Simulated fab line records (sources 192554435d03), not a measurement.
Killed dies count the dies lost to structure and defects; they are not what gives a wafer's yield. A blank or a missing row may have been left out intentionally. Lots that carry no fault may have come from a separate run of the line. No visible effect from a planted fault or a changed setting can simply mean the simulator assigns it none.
The tool behind it: which one?	flow n5Finfet	60 wafers from 20 lots sampled at 6 of the route's 1938 steps

== WHAT EACH GAUGE READ, for each wafer ==
Not one reading of a measure or inspect step in the record can be checked against a usual standard deviation.

== TOOL THAT RAN EACH LOT (tool first, then ch and the chambers of the sampled wafers, then the start) ==
lot	N5_FIN_SAQP_PECVD_47	N5_FIN_SAQP_ETCH_51	N5_FIN_SAQP_MANDREL1_REMOVE_56	N5_FIN_SAQP_MANDREL2_REMOVE_60	N5_FIN_SAQP_STRIP_77	N5_FIN_CUT_ETCH_20
L074	pecvd-01 ch 1,2, day 1 23:11	rieDiel-05 ch 2,3, day 2 00:04	rieSi-06 ch 1,2,3, day 2 01:55	rieSi-06 ch 0,2,3, day 2 03:28	rieDiel-05 ch 0,2,3, day 2 03:43	rieDiel-01 ch 1,2,3, day 2 04:46
L075	pecvd-03 ch 0,2, day 2 03:19	rieDiel-06 ch 1,3, day 2 03:58	rieSi-04 ch 1,2, day 2 05:50	rieSi-04 ch 0,1, day 2 07:58	rieDiel-05 ch 0,3, day 2 08:13	rieDiel-03 ch 0,1,3, day 2 09:16
L077	pecvd-04 ch 0,1,2, day 2 15:21	rieDiel-06 ch 1,3, day 2 16:59	rieSi-06 ch 2,3, day 2 18:53	rieSi-04 ch 0,3, day 2 20:37	rieDiel-04 ch 0,2, day 2 21:02	rieDiel-02 ch 1,2, day 2 21:57
L078	pecvd-04 ch 0,1,2, day 2 23:59	rieDiel-05 ch 0,1,2, day 3 00:48	rieSi-04 ch 0,2,3, day 3 02:40	rieSi-04 ch 0,1,3, day 3 04:16	rieDiel-05 ch 0,2,3, day 3 04:31	rieDiel-02 ch 0,2,3, day 3 05:27
L079	pecvd-04 ch 1,2, day 3 03:07	rieDiel-06 ch 0,3, day 3 03:58	rieSi-04 ch 0,2,3, day 3 06:04	rieSi-06 ch 1,2,3, day 3 09:59	rieDiel-06 ch 1,3, day 3 10:41	rieDiel-02 ch 1,3, day 3 11:36
L080	pecvd-01 ch 1,2, day 3 10:31	rieDiel-05 ch 0,1, day 3 11:16	rieSi-04 ch 0,1,3, day 3 13:10	rieSi-02 ch 0,1,2, day 3 15:07	rieDiel-04 ch 0,1,3, day 3 15:22	rieDiel-01 ch 1,3, day 3 16:32
L081	pecvd-03 ch 1, day 3 14:44	rieDiel-05 ch 0,1,3, day 3 15:28	rieSi-02 ch 0,1, day 3 17:23	rieSi-02 ch 0,1,3, day 3 19:00	rieDiel-04 ch 0,2, day 3 19:20	rieDiel-03 ch 0,1,2, day 3 20:16
L082	pecvd-01 ch 1,2, day 3 21:22	rieDiel-05 ch 1,2, day 3 22:13	rieSi-02 ch 0,1,2, day 4 00:46	rieSi-04 ch 0,2,3, day 4 02:43	rieDiel-05 ch 1,2, day 4 03:01	rieDiel-01 ch 1,2, day 4 03:56
L084	pecvd-03 ch 0,1, day 4 08:57	rieDiel-04 ch 0,2,3, day 4 10:17	rieSi-02 ch 0,1,3, day 4 12:29	rieSi-04 ch 1,3, day 4 14:10	rieDiel-04 ch 0,2, day 4 14:26	rieDiel-01 ch 0,2,3, day 4 16:02
L085	pecvd-04 ch 0,1, day 4 15:02	rieDiel-06 ch 2,3, day 4 16:04	rieSi-06 ch 0,2,3, day 4 20:29	rieSi-02 ch 1,2, day 4 23:04	rieDiel-04 ch 1,3, day 4 23:23	rieDiel-02 ch 1,3, day 5 00:19
L086	pecvd-04 ch 0,2, day 4 21:41	rieDiel-05 ch 1,2,3, day 4 22:45	rieSi-06 ch 0,1,3, day 5 00:40	rieSi-02 ch 0,1,2, day 5 02:23	rieDiel-06 ch 1,2,3, day 5 02:38	rieDiel-03 ch 0,1,2, day 5 03:41
L087	pecvd-01 ch 1,2, day 5 03:05	rieDiel-04 ch 0,3, day 5 03:49	rieSi-06 ch 1,3, day 5 05:55	rieSi-02 ch 1,2, day 5 09:08	rieDiel-04 ch 0,1,2, day 5 09:23	rieDiel-02 ch 0,2, day 5 11:16
L089	pecvd-04 ch 0,2, day 5 15:25	rieDiel-06 ch 0,1,3, day 5 16:14	rieSi-02 ch 0,1,3, day 5 18:18	rieSi-02 ch 0,1,3, day 5 19:57	rieDiel-04 ch 2,3, day 5 20:12	rieDiel-01 ch 0,2,3, day 5 21:15
L090	pecvd-03 ch 0,1, day 5 21:29	rieDiel-05 ch 0,2,3, day 5 22:30	rieSi-02 ch 0,1,3, day 6 00:23	rieSi-06 ch 0,2,3, day 6 02:46	rieDiel-05 ch 0,3, day 6 03:01	rieDiel-01 ch 0,2,3, day 6 04:23
L092	pecvd-01 ch 0,1, day 6 10:24	rieDiel-06 ch 1,2,3, day 6 11:14	rieSi-06 ch 0,2,3, day 6 13:08	rieSi-04 ch 0,1, day 6 15:33	rieDiel-05 ch 0,2,3, day 6 15:51	rieDiel-03 ch 0,1,3, day 6 16:53
L093	pecvd-04 ch 0,1, day 6 16:29	rieDiel-04 ch 0,2,3, day 6 17:10	rieSi-06 ch 0,1,3, day 6 19:02	rieSi-02 ch 0,1,3, day 6 21:14	rieDiel-06 ch 1,2,3, day 6 21:29	rieDiel-03 ch 1,2,3, day 6 22:25
L094	pecvd-01 ch 0,1,2, day 6 21:38	rieDiel-06 ch 1,2,3, day 6 22:25	rieSi-02 ch 1,2,3, day 7 00:19	rieSi-02 ch 0,2,3, day 7 02:08	rieDiel-05 ch 0,2,3, day 7 02:23	rieDiel-01 ch 0,1,3, day 7 03:31
L095	pecvd-04 ch 1,2, day 7 02:57	rieDiel-04 ch 2,3, day 7 03:38	rieSi-02 ch 1,2,3, day 7 05:48	rieSi-06 ch 0,3, day 7 07:38	rieDiel-06 ch 0,2, day 7 07:53	rieDiel-01 ch 1,3, day 7 09:01
L096	pecvd-04 ch 0,1, day 7 10:08	rieDiel-04 ch 0,3, day 7 10:48	rieSi-02 ch 1,3, day 7 13:27	rieSi-04 ch 0,1,2, day 7 15:11	rieDiel-06 ch 1,2,3, day 7 15:26	rieDiel-01 ch 0,2,3, day 7 16:59
L097	pecvd-01 ch 0,1, day 7 15:31	rieDiel-06 ch 1,2,3, day 7 16:29	rieSi-02 ch 1,2,3, day 7 18:21	rieSi-04 ch 1,2, day 7 20:20	rieDiel-06 ch 0,1,3, day 7 20:35	rieDiel-03 ch 0,2,3, day 7 21:33
- N5_FIN_SAQP_PECVD_47: deposits a-Si from SiH4/He, target thk 45 nm, time 36.3 s.
- N5_FIN_SAQP_ETCH_51: etches SiARC in CF4, target depth 45.5 nm, time 75.8 s.
- N5_FIN_SAQP_MANDREL1_REMOVE_56: chemistry HBr/Cl2/O2, target a-Si, stops on SiNx, bt time 10 s.
- N5_FIN_SAQP_MANDREL2_REMOVE_60: chemistry HBr/Cl2/O2, target a-Si, stops on SiNx, bt time 10 s.
- N5_FIN_SAQP_STRIP_77: strips in N2/H2, time 90 s.
- N5_FIN_CUT_ETCH_20: etches SiARC in CF4, target depth 26 nm, time 43.3 s.

== WHAT THE TOOLS THEMSELVES READ (means of the sampled wafers that have a number; where no wafer has one, the mark that the record gives instead) ==
N5_FIN_SAQP_PECVD_47.
lot	tool	heaterPowerOuterW (W)	heaterPowerW (W)	showerheadPlenumPTorr (Torr)	susceptorTempC (C)	throttleValvePct (%)
L074	pecvd-01	498	773	5.67	400.23	18.2
L075	pecvd-03	524	857	5.69	400.12	18.7
L077	pecvd-04	495	806	5.68	399.90	18.1
L078	pecvd-04	490	782	5.67	399.88	18.2
L079	pecvd-04	541	846	5.71	399.92	18.6
L080	pecvd-01	474	756	5.70	400.20	17.8
L081	pecvd-03	483	779	5.69	399.78	18.0
L082	pecvd-01	509	803	5.68	399.97	18.4
L084	pecvd-03	504	808	5.70	400.03	18.6
L085	pecvd-04	511	813	5.68	400.13	18.5
L086	pecvd-04	426	711	5.66	400.00	17.7
L087	pecvd-01	475	746	5.67	400.24	18.2
L089	pecvd-04	466	771	5.63	399.93	18.2
L090	pecvd-03	498	818	5.70	400.10	18.4
L092	pecvd-01	557	834	5.66	399.79	17.7
L093	pecvd-04	535	836	5.68	400.15	18.7
L094	pecvd-01	474	770	5.67	399.96	17.5
L095	pecvd-04	504	808	5.70	399.95	18.1
L096	pecvd-04	496	783	5.69	400.17	18.8
L097	pecvd-01	567	862	5.65	400.00	17.6

N5_FIN_SAQP_ETCH_51.
lot	tool	drypumpMotorCurrentA (A)	etchRfOnTimeS (s)	oesProductAu (a.u.)	rfVppV (V)	showerheadPlenumPTorr (Torr)	throttleValvePct (%)
L074	rieDiel-05	5.94	76.4	0.67	184.2	2.15	15.76
L075	rieDiel-06	5.38	74.5	0.69	184.8	2.19	15.40
L077	rieDiel-06	5.49	74.4	0.73	184.1	2.14	15.36
L078	rieDiel-05	5.85	76.1	0.70	184.5	2.18	15.44
L079	rieDiel-06	5.37	74.1	0.69	185.0	2.23	15.49
L080	rieDiel-05	5.72	76.7	0.63	184.0	2.19	15.42
L081	rieDiel-05	5.74	76.2	0.64	184.8	2.17	15.55
L082	rieDiel-05	6.02	75.9	0.71	184.6	2.18	15.56
L084	rieDiel-04	5.64	76.9	0.67	183.6	2.15	15.67
L085	rieDiel-06	5.42	74.4	0.68	185.3	2.24	15.39
L086	rieDiel-05	5.95	76.4	0.65	184.2	2.17	15.68
L087	rieDiel-04	5.63	77.0	0.66	185.2	2.19	15.56
L089	rieDiel-06	5.49	74.0	0.70	184.4	2.20	15.48
L090	rieDiel-05	5.86	76.0	0.67	184.6	2.15	15.60
L092	rieDiel-06	5.53	74.3	0.71	183.9	2.19	15.37
L093	rieDiel-04	5.65	76.0	0.66	183.9	2.15	15.71
L094	rieDiel-06	5.55	74.6	0.70	184.7	2.19	15.37
L095	rieDiel-04	5.84	74.3	0.71	184.7	2.19	15.68
L096	rieDiel-04	5.61	76.6	0.64	184.6	2.18	15.60
L097	rieDiel-06	5.55	74.7	0.69	185.1	2.19	15.39

N5_FIN_SAQP_MANDREL1_REMOVE_56.
lot	tool	drypumpMotorCurrentA (A)	oesProductAu (a.u.)	throttleValvePct (%)
L074	rieSi-06	6.3	0.998	36.4
L075	rieSi-04	5.7	1.000	36.8
L077	rieSi-06	6.3	1.000	36.2
L078	rieSi-04	5.5	0.995	36.7
L079	rieSi-04	5.5	0.990	36.8
L080	rieSi-04	5.4	0.994	36.9
L081	rieSi-02	6.1	0.978	37.0
L082	rieSi-02	5.9	0.992	36.8
L084	rieSi-02	6.2	0.987	36.8
L085	rieSi-06	6.3	1.004	36.4
L086	rieSi-06	6.3	0.992	36.6
L087	rieSi-06	6.1	1.014	36.3
L089	rieSi-02	6.2	0.983	36.8
L090	rieSi-02	6.2	0.986	36.8
L092	rieSi-06	6.3	1.005	36.5
L093	rieSi-06	6.3	1.000	36.6
L094	rieSi-02	6.2	0.990	36.7
L095	rieSi-02	6.2	0.986	36.7
L096	rieSi-02	6.4	0.992	36.9
L097	rieSi-02	6.2	0.996	36.7

N5_FIN_SAQP_MANDREL2_REMOVE_60.
lot	tool	drypumpMotorCurrentA (A)	oesProductAu (a.u.)	throttleValvePct (%)
L074	rieSi-06	6.3	0.996	36.4
L075	rieSi-04	5.2	0.990	37.0
L077	rieSi-04	5.6	0.989	36.9
L078	rieSi-04	5.4	0.982	36.9
L079	rieSi-06	6.2	0.991	36.4
L080	rieSi-02	5.9	0.992	36.8
L081	rieSi-02	6.2	0.993	36.8
L082	rieSi-04	5.5	0.987	36.7
L084	rieSi-04	5.7	0.991	37.2
L085	rieSi-02	5.8	0.998	36.8
L086	rieSi-02	5.9	0.987	36.9
L087	rieSi-02	6.1	0.993	37.0
L089	rieSi-02	6.2	0.982	36.8
L090	rieSi-06	6.3	0.996	36.4
L092	rieSi-04	5.2	0.995	37.0
L093	rieSi-02	6.2	0.977	36.8
L094	rieSi-02	6.0	0.992	36.6
L095	rieSi-06	6.3	1.006	36.6
L096	rieSi-04	5.3	1.001	36.8
L097	rieSi-04	5.5	1.011	37.0

N5_FIN_SAQP_STRIP_77.
lot	tool	drypumpMotorCurrentA (A)	oesProductAu (a.u.)	rfVppV (V)	showerheadPlenumPTorr (Torr)	throttleValvePct (%)
L074	rieDiel-05	5.89	0.83	45.7	3.41	12.14
L075	rieDiel-05	5.70	0.80	45.3	3.40	12.04
L077	rieDiel-04	5.45	0.71	44.6	3.32	12.34
L078	rieDiel-05	5.87	0.82	45.7	3.41	12.18
L079	rieDiel-06	5.40	0.78	44.9	3.42	12.13
L080	rieDiel-04	5.84	0.79	45.4	3.48	12.24
L081	rieDiel-04	5.46	0.70	44.4	3.31	12.37
L082	rieDiel-05	6.04	0.84	45.3	3.45	12.18
L084	rieDiel-04	5.47	0.70	44.6	3.31	12.39
L085	rieDiel-04	6.05	0.84	46.3	3.56	12.17
L086	rieDiel-06	5.56	0.84	45.2	3.45	11.95
L087	rieDiel-04	5.66	0.68	45.3	3.34	12.49
L089	rieDiel-04	5.66	0.77	45.4	3.35	12.43
L090	rieDiel-05	5.71	0.77	46.0	3.38	12.13
L092	rieDiel-05	5.89	0.78	44.8	3.39	12.26
L093	rieDiel-06	5.56	0.81	45.7	3.44	11.98
L094	rieDiel-05	5.90	0.78	45.3	3.39	12.27
L095	rieDiel-06	5.65	0.88	45.6	3.58	11.96
L096	rieDiel-06	5.55	0.81	45.3	3.44	12.02
L097	rieDiel-06	5.49	0.80	45.9	3.44	12.16

N5_FIN_CUT_ETCH_20.
lot	tool	drypumpMotorCurrentA (A)	etchRfOnTimeS (s)	oesProductAu (a.u.)	rfVppV (V)	showerheadPlenumPTorr (Torr)	throttleValvePct (%)
L074	rieDiel-01	6.0	42.7	0.66	184.2	2.14	15.77
L075	rieDiel-03	5.6	42.5	0.66	183.8	2.11	15.82
L077	rieDiel-02	5.7	43.1	0.64	183.9	2.18	15.84
L078	rieDiel-02	5.5	43.2	0.67	184.0	2.10	15.76
L079	rieDiel-02	5.2	44.1	0.61	183.4	2.10	16.00
L080	rieDiel-01	6.2	43.6	0.64	183.2	2.11	15.74
L081	rieDiel-03	5.5	41.9	0.66	183.7	2.11	15.81
L082	rieDiel-01	5.7	42.7	0.66	184.8	2.19	15.89
L084	rieDiel-01	5.9	42.2	0.65	183.9	2.14	15.81
L085	rieDiel-02	5.4	44.1	0.61	184.4	2.16	15.89
L086	rieDiel-03	5.5	42.1	0.65	183.4	2.10	15.84
L087	rieDiel-02	5.7	42.1	0.68	184.2	2.13	15.71
L089	rieDiel-01	5.9	42.3	0.64	182.9	2.14	15.83
L090	rieDiel-01	5.9	43.1	0.64	183.7	2.14	15.83
L092	rieDiel-03	5.6	43.2	0.63	183.2	2.10	15.89
L093	rieDiel-03	5.5	42.8	0.63	182.7	2.10	15.95
L094	rieDiel-01	6.1	42.8	0.63	183.4	2.11	15.79
L095	rieDiel-01	6.3	42.7	0.63	183.7	2.08	15.75
L096	rieDiel-01	5.9	42.9	0.63	183.8	2.13	15.85
L097	rieDiel-03	5.4	42.8	0.64	184.5	2.14	15.86

== THE ANSWER, worked out from the rows above alone ==
Rule: what is usual is taken from the lots themselves. The widest of any qualifying gaps counts: lots, ordered by their means at a reading, are off when they make up no more than a third of the lots, leave a main group of 4 or more, and stand apart from it by 3 or more times the standard deviation of that group's means. A main group whose means are all the same, to the digits that the tables above print for the reading, isn't used. A lot without any number at a reading at which 4 lots or more have one is off too. Any other lot the step has rows for is counted as sound. Order of review: gauges by route order, followed by the tools' own readings, for which a lot's mean as printed above is used. The first step at which some lot is off is used, and at that step the reading that is off furthest; a lot without a number counts as furthest.
None of the lots is off at any reading shown; this tells nothing.

== WHAT THE SIMULATOR HAD PUT IN ==
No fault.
